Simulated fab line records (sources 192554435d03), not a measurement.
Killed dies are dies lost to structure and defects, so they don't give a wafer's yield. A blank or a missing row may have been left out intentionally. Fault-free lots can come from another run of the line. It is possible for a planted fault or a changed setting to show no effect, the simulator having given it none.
One fault through the eyes of 2 desks | flow n5-finfet | only its own numbers are on each desk; what lay behind them is given at the end

== FOR THE TOOL OWNER'S DESK: cvd-w-01 ==
The tool's own readings at N5_HKMG_FIN_ALD_72 (deposits W, target thk 2 nm, pulse time 1 s, purge time 2 s): means of the sampled wafers that have a number, for each lot that ran on this tool. A lot is out of limits, marked OUT, if its mean lies more than 4 standard deviations from the usual mean; the brackets give that distance.
Columns: A = heater-power-w at N5_HKMG_FIN_ALD_72, usual 464 W; B = precursor-pulse-height-rel at N5_HKMG_FIN_ALD_72, usual 0.999
lot  | first seen here | A   | B
L806 | day 4 06:31     | 514 | 1.005
L809 | day 5 00:34     | 524 | 0.990
L811 | day 5 11:41     | 523 | 1.015
L823 | day 8 16:38     | 492 | 0.981
Finding of this desk: none of the 4 lots has anything out of limits.

== METROLOGY DESK ==
What the gauges read, lot by lot, whatever tool the lot ran on: means of the sampled wafers that have a number. A lot is out of limits, marked OUT, if its mean lies more than 4 standard deviations from the usual mean; the brackets give that distance. It has 10 readings; the 7 that lie furthest out on some lot are the ones shown.
Columns: A = DIBL_N at N5_BEOL_M4_RC_MEAS_101, usual 36.5 mV/V; B = DIBL_P at N5_BEOL_M4_RC_MEAS_101, usual 36.6 mV/V; C = IOFF_N at N5_BEOL_M4_RC_MEAS_101, usual 0.167 nA/um; D = IOFF_P at N5_BEOL_M4_RC_MEAS_101, usual 0.21 nA/um; E = ION_N at N5_BEOL_M4_RC_MEAS_101, usual 674 uA/um; F = ION_P at N5_BEOL_M4_RC_MEAS_101, usual 460 uA/um; G = SS_N at N5_BEOL_M4_RC_MEAS_101, usual 71.6 mV/dec
lot  | first seen here | A    | B    | C     | D    | E   | F   | G
L806 | day 8 10:00     | 35.4 | 33.7 | 0.150 | 0.21 | 675 | 467 | 70.6
L809 | day 8 13:43     | 36.2 | 36.9 | 0.156 | 0.23 | 677 | 464 | 71.4
L811 | day 9 03:48     | 35.7 | 34.7 | 0.149 | 0.20 | 659 | 458 | 71.1
L814 | day 9 18:12     | 35.8 | 36.0 | 0.160 | 0.20 | 671 | 461 | 71.8
L823 | day 12 05:13    | 38.7 | 39.2 | 0.194 | 0.22 | 672 | 451 | 72.3
L829 | day 13 20:33    | 37.2 | 37.3 | 0.188 | 0.25 | 669 | 458 | 72.3
Finding of this desk: none of the 6 lots has anything out of limits.

== BROUGHT TOGETHER ==
Nothing out of limits was seen by the tool owner's desk.
From the metrology desk's view, nothing was out of limits.

== WHAT WAS PUT IN BY THE SIMULATOR ==
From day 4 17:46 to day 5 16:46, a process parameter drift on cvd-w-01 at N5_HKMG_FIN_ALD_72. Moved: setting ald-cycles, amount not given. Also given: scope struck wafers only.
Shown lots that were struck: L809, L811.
